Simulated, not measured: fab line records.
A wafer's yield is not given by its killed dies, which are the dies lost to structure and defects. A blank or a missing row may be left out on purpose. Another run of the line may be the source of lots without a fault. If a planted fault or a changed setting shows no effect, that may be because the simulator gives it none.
fab line records ; flow n5Finfet
record lots=6; wafers=18; lastDay=18
route steps=1938 shown BEOL_M7@1312 PASSIVATION@1936
lots with no fault: from the same line, run without faults
startH: hours from the record's opening day to when the first of the lot's shown wafers began ; waitH: hours from the lot's prior step to this one ; " the same as in the row above ; L1.1+2: a row that stands for several wafers ; - no value, or no start given ; * or withheld: withheld ; < > ~ a bound
route shown NAME@n: a module of which the file shows steps, and the number in the route of the first ; usual: the fault-free wafers' mean and standard deviation ; same: alike in all rows ; chamber/n: place in a boat ; sites: the reading at each site ; _std_site: the standard deviation of these ; _edge_site: mean of outer sites minus mean of inner sites ; radiusMm: for every site, how far away it sits from the centre of the wafer ; mask NAME#n: copy n ; behind: the last tool/chamber to shape the wafer ; hold: reason for holding the lot/hours on hold/outcome of the hold ; device: names the non-switching transistor (n, p or np) ; end of line: tests run on the same wafers once the route is complete ; for a step that has no rows: nothing shown but its recipe ; killed: count of dies lost to structure and defects at first sort (not the wafer's yield) ; map: a wafer's dies, marking killed ones x, the rest . and places with no die _
set.NAME: setting as actually run; set.NAME@STEP: the setting as run at that earlier step ; model.NAME: the simulator's own value behind a step, which no gauge read
certain route steps with their lots: each step a table, each wafer a row
services: a tool's chamber out of use, with start hour (startH, from the record's first day; less than 0 if before it), hours out, and reason
## steps
# step N5_BEOL_M7_HM_STRIP_39
# recipe chemistry=peroxideTinStrip; material=TiN; targetDepthA=250; tempC=50; timeS=158
# step N5_BEOL_M7_SRD_40
# recipe timeS=30; tempC=23; rinseLiquid=diw; dry=ipaMarangoni
# step N5_BEOL_M7_PRECLEAN_42
# recipe chemistry=residueRemover; timeS=60; tempC=40
# step N5_BEOL_M7_SRD_43
# recipe timeS=30; tempC=23; rinseLiquid=diw; dry=ipaMarangoni
# step N5_BEOL_M7_CD_MEAS_35
# recipe targetCdNm=40; polarity=opening
# usual cdNm=40.2/0.79
lot.wafer;tool;chamber;startH;waitH;cdNm
L447.4;cdSem-01;-;186.54;0.0;39.4
L447.5;cdSem-01;-;186.54;0.0;39.9
L447.6;cdSem-01;-;186.54;0.0;39.6
L452.4;cdSem-02;-;215.62;0.0;39.2
L452.5;cdSem-02;-;215.62;0.0;40.2
L452.6;cdSem-02;-;215.62;0.0;40.3
L451.1;cdSem-02;-;224.87;0.0;40.6
L451.3;cdSem-02;-;224.87;0.0;40.0
L451.6;cdSem-02;-;224.87;0.0;40.3
L464.2;cdSem-03;-;311.44;0.0;40.9
L464.3;cdSem-03;-;311.44;0.0;40.7
L464.4;cdSem-03;-;311.44;0.0;40.1
L466.1;cdSem-03;-;318.57;0.0;40.2
L466.3;cdSem-03;-;318.57;0.0;39.4
L466.5;cdSem-03;-;318.57;0.0;40.1
L470.1;cdSem-02;-;359.22;0.0;39.3
L470.3;cdSem-02;-;359.22;0.0;38.6
L470.4;cdSem-02;-;359.22;0.0;41.8
# step N5_BEOL_M7_CURE_75
# recipe tempC=370; timeS=120; ambient=DMADMS/He; material=SiCOH_lowk
# step N5_BEOL_M7_DEGAS_44
# recipe ambient=vacuum; tempC=250; timeS=60
# usual heaterPowerW=324/29
lot.wafer;tool;chamber;startH;waitH;heaterPowerW
L447.4;pvdSputter-03;-;188.83;2.0;275
L447.5;pvdSputter-03;-;188.83;2.0;266
L447.6;pvdSputter-03;-;188.83;2.0;312
L452.4;pvdSputter-02;-;216.54;0.6;314
L452.5;pvdSputter-02;-;216.54;0.6;315
L452.6;pvdSputter-02;-;216.54;0.6;342
L451.1;pvdSputter-01;-;225.54;0.6;317
L451.3;pvdSputter-01;-;225.54;0.6;351
L451.6;pvdSputter-01;-;225.54;0.6;286
L464.2;pvdSputter-01;-;311.81;0.2;298
L464.3;pvdSputter-01;-;311.81;0.2;330
L464.4;pvdSputter-01;-;311.81;0.2;324
L466.1;pvdSputter-02;-;320.46;1.8;329
L466.3;pvdSputter-02;-;320.46;1.8;337
L466.5;pvdSputter-02;-;320.46;1.8;337
L470.1;pvdSputter-01;-;359.77;0.5;311
L470.3;pvdSputter-01;-;359.77;0.5;350
L470.4;pvdSputter-01;-;359.77;0.5;296
# step N5_BEOL_M7_PRE_CLEAN_45
# recipe gas=H2/He; timeS=30; tempC=250
# usual heaterPowerW=324/30
lot.wafer;tool;chamber;startH;waitH;heaterPowerW
L447.4;pvdSputter-03;-;188.87;0.0;282
L447.5;pvdSputter-03;-;188.87;0.0;269
L447.6;pvdSputter-03;-;188.87;0.0;300
L452.4;pvdSputter-02;-;216.58;0.0;319
L452.5;pvdSputter-02;-;216.58;0.0;319
L452.6;pvdSputter-02;-;216.58;0.0;343
L451.1;pvdSputter-01;-;225.58;0.0;324
L451.3;pvdSputter-01;-;225.58;0.0;354
L451.6;pvdSputter-01;-;225.58;0.0;296
L464.2;pvdSputter-01;-;311.85;0.0;297
L464.3;pvdSputter-01;-;311.85;0.0;330
L464.4;pvdSputter-01;-;311.85;0.0;316
L466.1;pvdSputter-02;-;320.50;0.0;344
L466.3;pvdSputter-02;-;320.50;0.0;342
L466.5;pvdSputter-02;-;320.50;0.0;331
L470.1;pvdSputter-01;-;359.81;0.0;319
L470.3;pvdSputter-01;-;359.81;0.0;353
L470.4;pvdSputter-01;-;359.81;0.0;293
# step N5_BEOL_M7_ALD_77
# recipe material=TaN; targetThkA=20; tempC=275; aldPrecursorFamily=PDMAT; aldCoReactant=NH3; pressureTorr=3; carrierFlowSccm=1500; pulseTimeS=2; purgeTimeS=3; coReactantPurgeTimeS=2; coReactantPulseTimeS=3; aldCycles=40; precursorVesselTempC=75; precursorVesselPressureTorr=26.25; precursorVesselCarrierSccm=1000
# usual heaterPowerW=398/58
lot.wafer;tool;chamber;startH;waitH;heaterPowerW
L447.4;aldMetal-04;2;189.14;0.3;397
L447.5;aldMetal-04;2;189.14;0.3;392
L447.6;aldMetal-04;3;189.14;0.3;331
L452.4;aldMetal-04;2;216.64;0.0;395
L452.5;aldMetal-04;0;216.64;0.0;400
L452.6;aldMetal-04;3;216.64;0.0;341
L451.1;aldMetal-04;0;225.77;0.2;399
L451.3;aldMetal-04;2;225.77;0.2;395
L451.6;aldMetal-04;1;225.77;0.2;370
L464.2;aldMetal-04;1;311.91;0.0;365
L464.3;aldMetal-04;3;311.91;0.0;333
L464.4;aldMetal-04;2;311.91;0.0;391
L466.1;aldMetal-04;2;320.56;0.0;403
L466.3;aldMetal-04;1;320.56;0.0;369
L466.5;aldMetal-04;3;320.56;0.0;344
L470.1;aldMetal-04;1;359.87;0.0;382
L470.3;aldMetal-04;3;359.87;0.0;323
L470.4;aldMetal-04;2;359.87;0.0;405
# step N5_BEOL_M7_SURFACE_TREAT_79
# recipe gas=Ar; timeS=*; ionEnergyEv=*; ionCurrentMaCm2=0.5; pressureMtorr=*; arFlowSccm=30
# step N5_BEOL_M7_CVD_78
# recipe material=Co; targetThkA=20; tempC=withheld; precursor=CCTBA/H2; pressureTorr=30; timeS=142.3
# step N5_BEOL_M7_SPUTTER_48
# recipe material=Cu; targetThkA=100; tempC=-20; biasV=60; powerW=26000; chamberPressurePa=0.13; timeS=1.667
# usual substrateTempC=-19.99/0.12; throttleValvePct=29.8/0.88
lot.wafer;tool;chamber;startH;waitH;substrateTempC;throttleValvePct
L447.4;pvdSputter-03;-;189.75;0.1;-20.17;31.0
L447.5;pvdSputter-03;-;189.75;0.1;-19.90;29.6
L447.6;pvdSputter-03;-;189.75;0.1;-20.07;31.3
L452.4;pvdSputter-02;-;217.16;0.1;-19.91;29.0
L452.5;pvdSputter-02;-;217.16;0.1;-19.97;28.1
L452.6;pvdSputter-02;-;217.16;0.1;-20.12;30.5
L451.1;pvdSputter-03;-;226.36;0.2;-19.83;29.6
L451.3;pvdSputter-03;-;226.36;0.2;-19.95;30.0
L451.6;pvdSputter-03;-;226.36;0.2;-20.07;30.1
L464.2;pvdSputter-01;-;312.44;0.1;-19.93;28.9
L464.3;pvdSputter-01;-;312.44;0.1;-19.93;30.3
L464.4;pvdSputter-01;-;312.44;0.1;-20.07;30.7
L466.1;pvdSputter-03;-;321.13;0.1;-20.14;29.5
L466.3;pvdSputter-03;-;321.13;0.1;-20.10;30.0
L466.5;pvdSputter-03;-;321.13;0.1;-19.93;30.8
L470.1;pvdSputter-01;-;360.89;0.1;-19.80;30.8
L470.3;pvdSputter-01;-;360.89;0.1;-20.02;30.4
L470.4;pvdSputter-01;-;360.89;0.1;-19.77;29.1
# step N5_BEOL_M7_ECD_50
# recipe material=Cu; targetThkA=3000
lot.wafer;tool;chamber;startH;waitH;model.Cu_of_BEOL_M7_ECD_50.thkNm
L447.4;ecdCu-01;1;189.89;0.1;301.4
L447.5;ecdCu-01;0;189.89;0.1;294
L447.6;ecdCu-01;1;189.89;0.1;302
L452.4;ecdCu-01;1;217.32;0.1;303.6
L452.5;ecdCu-01;1;217.32;0.1;302.8
L452.6;ecdCu-01;0;217.32;0.1;477
L451.1;ecdCu-01;0;226.47;0.1;297.6
L451.3;ecdCu-01;0;226.47;0.1;477.4
L451.6;ecdCu-01;0;226.47;0.1;472
L464.2;ecdCu-02;0;312.56;0.1;301.6
L464.3;ecdCu-02;0;312.56;0.1;297.4
L464.4;ecdCu-02;1;312.56;0.1;298.2
L466.1;ecdCu-02;1;321.30;0.1;302.2
L466.3;ecdCu-02;1;321.30;0.1;304
L466.5;ecdCu-02;1;321.30;0.1;303
L470.1;ecdCu-02;0;361.00;0.1;300
L470.3;ecdCu-02;0;361.00;0.1;302.4
L470.4;ecdCu-02;1;361.00;0.1;298
# step N5_BEOL_M7_ANNEAL_51
# recipe tempC=225; timeS=90; ambient=N2
# usual annealTempC=224.98/0.17; wafer_temp_C_max=226.4/0.5
lot.wafer;tool;chamber;startH;waitH;annealTempC;wafer_temp_C_max
L447.4;rtpAnneal-01;0;190.17;0.3;225.07;225.8
L447.5;rtpAnneal-01;0;190.17;0.3;225.16;225.5
L447.6;rtpAnneal-01;0;190.17;0.3;224.92;225.9
L452.4;rtpAnneal-01;0;217.87;0.5;225.14;225.7
L452.5;rtpAnneal-01;0;217.87;0.5;224.88;226.1
L452.6;rtpAnneal-01;0;217.87;0.5;225.20;226.2
L451.1;rtpAnneal-01;0;226.67;0.2;224.76;226.3
L451.3;rtpAnneal-01;0;226.67;0.2;225.03;225.7
L451.6;rtpAnneal-01;0;226.67;0.2;224.67;226.6
L464.2;rtpAnneal-02;0;312.71;0.1;224.68;226.3
L464.3;rtpAnneal-02;0;312.71;0.1;224.78;226.3
L464.4;rtpAnneal-02;0;312.71;0.1;224.75;227.0
L466.1;rtpAnneal-02;0;321.59;0.3;224.87;226.8
L466.3;rtpAnneal-02;0;321.59;0.3;224.85;226.4
L466.5;rtpAnneal-02;0;321.59;0.3;224.66;226.4
L470.1;rtpAnneal-02;0;361.31;0.3;225.50;227.5
L470.3;rtpAnneal-02;0;361.31;0.3;225.37;226.8
L470.4;rtpAnneal-02;0;361.31;0.3;225.09;227.1
# step N5_BEOL_M7_CMP_52
# recipe stopOn=SiCOH_lowk; tOverpolishS=6.9; downForcePsi=1; platenRpm=50; clearingPlatenDownForcePsi=1.5; clearingPlatenRpm=50; postCmpClean=cuAlkaline; targetThkNm=80; clearingPlatenPadVelocityMS=0.99484; padVelocityMS=0.99484
# usual headPressurePsi=1.0002/0.002; motorCurrentA=6.1/0.64; retainingRingPressureFrac=1.000/0.0051; timeToEndpointS=63/3.4
lot.wafer;tool;chamber;startH;waitH;headPressurePsi;motorCurrentA;retainingRingPressureFrac;timeToEndpointS
L447.4;cmp-01;0;190.43;0.2;0.9996;5.2;1.002;69
L447.6;cmp-01;2;190.43;0.2;0.9975;6.7;0.999;60
L447.5;cmp-01;3;190.43;0.2;1.0008;6.7;0.993;62
L452.4;cmp-04;1;218.07;0.2;1.0016;6.6;0.997;63
L452.6;cmp-04;0;218.07;0.2;1.0007;5.4;1.002;94
L452.5;cmp-04;1;218.07;0.2;1.0021;6.7;1.003;64
L451.1;cmp-03;1;227.02;0.3;0.9976;5.9;0.989;62
L451.3;cmp-03;0;227.02;0.3;1.0003;7.1;1.005;104
L451.6;cmp-03;2;227.02;0.3;1.0003;6.2;1.002;103
L464.2;cmp-04;1;313.00;0.2;1.0033;6.4;0.993;62
L464.3;cmp-04;2;313.00;0.2;1.0037;5.4;0.999;66
L464.4;cmp-04;3;313.00;0.2;1.0010;6.3;1.003;62
L466.1;cmp-01;1;321.89;0.3;1.0003;5.2;0.996;64
L466.3;cmp-01;0;321.89;0.3;1.0017;5.2;0.998;69
L466.5;cmp-01;2;321.89;0.3;0.9993;6.8;0.998;61
L470.4;cmp-01;2;361.63;0.1;1.0010;6.7;1.006;56
L470.1;cmp-01;3;361.63;0.1;0.9991;6.8;0.999;64
L470.3;cmp-01;0;361.63;0.1;1.0010;5.4;0.999;67
# step N5_BEOL_M7_THK_MEAS_53
# recipe thkMeasGauge=xrf; reads=Cu_of_BEOL_M7_ECD_50
# usual M7_THK=80.9/1.9
lot.wafer;tool;chamber;startH;waitH;M7_THK[nm]
L447.4;filmMetro-01;-;190.65;-;82.4
L447.5;filmMetro-01;-;190.65;-;84.3
L447.6;filmMetro-01;-;190.65;-;79.8
L452.4;filmMetro-01;-;218.33;-;78.7
L452.5;filmMetro-01;-;218.33;-;77.1
L452.6;filmMetro-01;-;218.33;-;79.7
L451.1;filmMetro-01;-;227.32;-;80.8
L451.3;filmMetro-01;-;227.32;-;75.3
L451.6;filmMetro-01;-;227.32;-;79.7
L464.2;filmMetro-01;-;313.26;-;82.1
L464.3;filmMetro-01;-;313.26;-;82.4
L464.4;filmMetro-01;-;313.26;-;80.1
L466.1;filmMetro-01;-;322.18;-;82.5
L466.3;filmMetro-01;-;322.18;-;82.3
L466.5;filmMetro-01;-;322.18;-;81.1
L470.1;filmMetro-02;-;361.92;-;82.2
L470.3;filmMetro-02;-;361.92;-;85.1
L470.4;filmMetro-02;-;361.92;-;81.9
# step N5_PASSIVATION_PROBE_49
# usual defectLimitedYield=90.9/1.6; killed_at_M0_to_M3=34/10; killed_at_M4_up=13/5.4; killedAtContacts=13/6; killedAtFrontEnd=42/13; killedAtOther=4/3.2; killedDies=107/18; killedOpen=69/14; killedShort=35/7.7; sort_bin_4_leakage=0.02/0.17; sort_bin_5_function=5.3/1; sort_bin_6_memory=3.3/0.75; sort_bin_8_speed=0.00/0.015; sortNPass=1073/19; sortYieldPct=90.9/1.6
# same grossDies=1180; killedAtBackSide=0
lot.wafer;tool;chamber;startH;waitH;defectLimitedYield[%];killed_at_M0_to_M3;killed_at_M4_up;killedAtContacts;killedAtFrontEnd;killedAtOther;killedDies;killedOpen;killedShort;sort_bin_4_leakage[%];sort_bin_5_function[%];sort_bin_6_memory[%];sort_bin_8_speed[%];sortNPass;sortYieldPct[%]
L447.4;prober-02;-;265.85;0.2;90.3;33;16;12;53;1;115;74;37;0;5.1;4.2;0;1065;90.3
L447.5;prober-02;-;265.90;0.2;92.5;18;27;14;30;0;89;65;22;0;5.0;2.1;0;1091;92.5
L447.6;prober-02;-;265.95;0.3;92.6;26;18;7;33;3;87;53;32;0;4.4;2.3;0;1093;92.6
L452.4;prober-01;-;289.65;0.2;93.5;26;10;19;20;2;77;48;27;0;3.4;2.7;0;1103;93.5
L452.5;prober-01;-;289.70;0.2;92.1;21;17;7;39;9;93;56;30;0;4.4;2.8;0;1087;92.1
L452.6;prober-01;-;289.75;0.3;90.7;46;7;18;37;2;110;63;42;0;5.5;3.7;0;1070;90.7
L451.1;prober-02;-;294.46;0.0;90.8;27;9;9;63;1;109;64;36;0.08;5.7;3.0;0;1070;90.7
L451.3;prober-02;-;294.56;0.1;93.9;16;6;10;34;6;72;47;19;0;3.1;2.9;0;1108;93.9
L451.6;prober-02;-;294.71;0.3;90.3;20;11;11;68;4;114;68;39;0;5.3;4.1;0;1066;90.3
L464.2;prober-01;-;388.65;0.1;91.5;42;14;14;25;5;100;64;34;0;5.2;3.1;0;1080;91.5
L464.3;prober-01;-;388.70;0.1;91.1;44;24;9;26;2;105;77;23;1.61;5.2;3.3;0.08;1056;89.5
L464.4;prober-01;-;388.75;0.2;90.6;51;17;10;25;8;111;66;41;0;5.3;3.8;0;1069;90.6
L466.1;prober-02;-;420.80;0.0;90.3;20;21;13;58;3;115;74;40;0;6.5;2.9;0;1065;90.3
L466.3;prober-02;-;420.90;0.1;90.2;30;11;8;58;9;116;63;44;0;6.0;3.6;0;1064;90.2
L466.5;prober-02;-;421.00;0.2;93.3;28;6;11;33;1;79;47;31;0;4.2;2.2;0;1101;93.3
L470.1;prober-02;-;432.47;0.0;90.3;18;17;16;61;3;115;60;47;0;6.4;3.1;0;1065;90.3
L470.3;prober-02;-;432.57;0.1;90.8;29;6;13;54;6;108;69;32;0;5.9;3.1;0;1072;90.8
L470.4;prober-02;-;432.62;0.2;89.3;42;8;8;64;4;126;88;35;0;6.1;3.8;0;1054;89.3
# killed by level:class
L447.4 FIN_SAQP:geometricParticle:short=17 BEOL_M2:geometricParticle:open=10 FIN_SAQP:geometricParticle:open=9 STI_FIN_REVEAL:geometricParticle:open=9 MOL_CONTACT_COAG:geometricParticle:open=8 BEOL_M4:geometricParticle:open=7 BEOL_M0:geometricParticle:open=6 BEOL_M0_SAQP:geometricParticle:short=4
L447.5 BEOL_M4:geometricParticle:open=16 MOL_CONTACT_COAG:geometricParticle:open=14 FIN_SAQP:geometricParticle:short=6 GATE_CUT:geometricParticle:open=6 GATE_CUT:geometricParticle:short=5 BEOL_M2:geometricParticle:open=5 FIN_SAQP:geometricParticle:open=4 BEOL_M5:geometricParticle:open=4
L447.6 FIN_SAQP:geometricParticle:open=11 FIN_SAQP:geometricParticle:short=9 BEOL_M0_SAQP:geometricParticle:short=8 BEOL_M4:geometricParticle:open=7 BEOL_M0:geometricParticle:open=6 MOL_CONTACT_COAG:geometricParticle:open=5 BEOL_M2:geometricParticle:open=5 STI_FIN_REVEAL:geometricParticle:open=3
L452.4 MOL_CONTACT_COAG:geometricParticle:open=12 BEOL_M0_SAQP:geometricParticle:short=9 BEOL_M0_SAQP:geometricParticle:open=7 MOL_CONTACT_COAG:geometricParticle:short=6 STARTING-WAFER:geometricParticle:short=4 BEOL_M1:geometricParticle:open=3 BEOL_M4:geometricParticle:open=3 BEOL_M2:geometricParticle:open=3
L452.5 BEOL_M4:geometricParticle:open=10 FIN_SAQP:geometricParticle:short=9 BEOL_M0_SAQP:geometricParticle:open=6 BEOL_M2:geometricParticle:open=6 HKMG_FIN:areaEtch=5 DUMMY_GATE:geometricParticle:open=4 MOL_CONTACT_COAG:geometricParticle:open=4 BEOL_M2:geometricParticle:short=4
L452.6 BEOL_M0_SAQP:geometricParticle:short=15 BEOL_M0_SAQP:geometricParticle:open=11 BEOL_M2:geometricParticle:open=10 MOL_CONTACT_COAG:geometricParticle:open=9 DUMMY_GATE:geometricParticle:open=8 FIN_SAQP:geometricParticle:short=5 MOL_CONTACT_COAG:geometricParticle:short=5 FIN_SAQP:geometricParticle:open=4
L451.1 FIN_SAQP:geometricParticle:open=26 FIN_SAQP:geometricParticle:short=10 MOL_CONTACT_COAG:geometricParticle:open=6 BEOL_M1:geometricParticle:open=6 BEOL_M2:geometricParticle:open=6 BEOL_M3:geometricParticle:open=6 GATE_CUT:geometricParticle:short=5 STI_FIN_REVEAL:geometricParticle:short=4
L451.3 FIN_SAQP:geometricParticle:short=10 FIN_SAQP:geometricParticle:open=9 MOL_CONTACT_COAG:geometricParticle:open=7 BEOL_M1:geometricParticle:open=7 DUMMY_GATE:geometricParticle:open=4 PASSIVATION:areaEtch=4 STI_FIN_REVEAL:geometricParticle:open=3 BEOL_M2:geometricParticle:open=3
L451.6 FIN_SAQP:geometricParticle:open=21 FIN_SAQP:geometricParticle:short=14 MOL_CONTACT_COAG:geometricParticle:open=8 BEOL_M1:geometricParticle:open=8 STI_FIN_REVEAL:geometricParticle:open=6 GATE_CUT:geometricParticle:short=6 BEOL_M2:geometricParticle:open=5 FIN_CUT:areaEtch=5
L464.2 BEOL_M0_SAQP:geometricParticle:open=14 BEOL_M0_SAQP:geometricParticle:short=12 STI_FIN_REVEAL:geometricParticle:open=9 MOL_CONTACT_COAG:geometricParticle:open=7 BEOL_M4:geometricParticle:open=7 MOL_CONTACT_COAG:geometricParticle:short=6 BEOL_M2:geometricParticle:open=6 FIN_SAQP:geometricParticle:short=5
L464.3 BEOL_M4:geometricParticle:open=20 BEOL_M0_SAQP:geometricParticle:open=11 BEOL_M0_SAQP:geometricParticle:short=8 BEOL_M2:geometricParticle:open=7 FIN_SAQP:geometricParticle:open=6 MOL_CONTACT_COAG:geometricParticle:open=6 BEOL_M3:geometricParticle:open=6 GATE_CUT:geometricParticle:short=5
L464.4 BEOL_M0_SAQP:geometricParticle:open=15 BEOL_M0_SAQP:geometricParticle:short=11 BEOL_M1:geometricParticle:open=9 GATE_CUT:geometricParticle:short=7 BEOL_M4:geometricParticle:open=7 PAD_METAL:geometricParticle:short=6 DUMMY_GATE:geometricParticle:open=5 MOL_CONTACT_COAG:geometricParticle:open=5
L466.1 STI_FIN_REVEAL:geometricParticle:open=18 FIN_SAQP:geometricParticle:open=13 MOL_CONTACT_COAG:geometricParticle:open=11 FIN_SAQP:geometricParticle:short=8 STARTING-WAFER:geometricParticle:short=8 BEOL_M0_SAQP:geometricParticle:short=8 BEOL_M4:geometricParticle:open=7 BEOL_M5:geometricParticle:open=7
L466.3 FIN_SAQP:geometricParticle:short=15 BEOL_M3:geometricParticle:open=12 FIN_SAQP:geometricParticle:open=10 STI_FIN_REVEAL:geometricParticle:open=9 MOL_CONTACT_COAG:geometricParticle:open=7 FIN_CUT:areaEtch=7 PAD_METAL:geometricParticle:short=6 DUMMY_GATE:geometricParticle:open=5
L466.5 FIN_SAQP:geometricParticle:open=9 BEOL_M3:geometricParticle:open=9 FIN_SAQP:geometricParticle:short=8 MOL_CONTACT_COAG:geometricParticle:open=7 BEOL_M0_SAQP:geometricParticle:short=7 BEOL_M0_SAQP:geometricParticle:open=7 DUMMY_GATE:geometricParticle:open=4 MOL_CONTACT_COAG:geometricParticle:short=4
L470.1 FIN_SAQP:geometricParticle:short=17 FIN_SAQP:geometricParticle:open=14 MOL_CONTACT_COAG:geometricParticle:open=12 BEOL_M4:geometricParticle:open=8 STI_FIN_REVEAL:geometricParticle:open=7 BEOL_M3:geometricParticle:open=5 GATE_CUT:geometricParticle:short=4 MOL_CONTACT_COAG:geometricParticle:short=4
L470.3 STI_FIN_REVEAL:geometricParticle:open=18 FIN_SAQP:geometricParticle:open=14 BEOL_M0_SAQP:geometricParticle:open=9 BEOL_M0_SAQP:geometricParticle:short=8 FIN_SAQP:geometricParticle:short=7 MOL_CONTACT_COAG:geometricParticle:open=7 BEOL_M3:geometricParticle:open=5 BEOL_M4:geometricParticle:open=5
L470.4 STI_FIN_REVEAL:geometricParticle:open=23 BEOL_M0_SAQP:geometricParticle:open=12 BEOL_M3:geometricParticle:open=12 FIN_SAQP:geometricParticle:open=10 FIN_SAQP:geometricParticle:short=8 BEOL_M0_SAQP:geometricParticle:short=8 MOL_CONTACT_COAG:geometricParticle:open=7 STI_FIN_REVEAL:geometricParticle:short=5
## services
tool;chamber;startH;hours;kind
ecdCu-01;-;164.86;1.7;repair
cmp-01;-;195.35;3.5;repair
cmp-04;-;199.06;17.2;pm
ecdCu-01;-;221.68;0.9;repair
cmp-04;-;224.79;1.5;repair
cmp-01;-;228.23;0.9;repair
cmp-01;-;230.09;1.5;repair
aldMetal-04;-;238.72;18.2;repair
ecdCu-01;-;251.17;2.8;repair
cmp-03;-;251.27;4.0;pm
cmp-03;-;255.27;-;consumableReplace:conditioner
cmp-01;-;259.16;1.2;repair
cmp-04;-;263.30;0.7;repair
cmp-03;-;272.64;0.3;repair
cmp-01;-;281.15;0.8;repair
cmp-04;-;285.55;4.0;pm
aldMetal-04;-;286.28;8.7;pm
cmp-04;-;289.55;-;consumableReplace:conditioner
cmp-04;-;289.55;-;consumableReplace:pad
ecdCu-01;-;296.10;65.9;repair
pvdSputter-02;-;305.99;6.3;repair
cmp-03;-;332.55;0.6;repair
cmp-03;-;335.14;7.4;pm
pvdSputter-02;-;359.20;3.8;repair
## key
firstSign step=N5_BEOL_M7_CMP_52; reading=timeToEndpointS; direction=up; sigmas=11; usual=*; struck=*
effect none on later readings
modelEffect step=N5_BEOL_M7_ECD_50; value=Cu_of_BEOL_M7_ECD_50.thkNm; without=300.3; struck=475.5
metAt N5_BEOL_M7_ECD_50
struckWafers L451.3,L451.6,L452.6
onsetBetween 189.89 217.32
fault kind=processParameterDrift; tool=ecdCu-01; chamber=-; onsetH=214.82; steps=N5_BEOL_M7_ECD_50; channel=targetThkA; offset=*; shape=step; endH=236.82; scope=struckWafersOnly; actsIn=*; stated=*
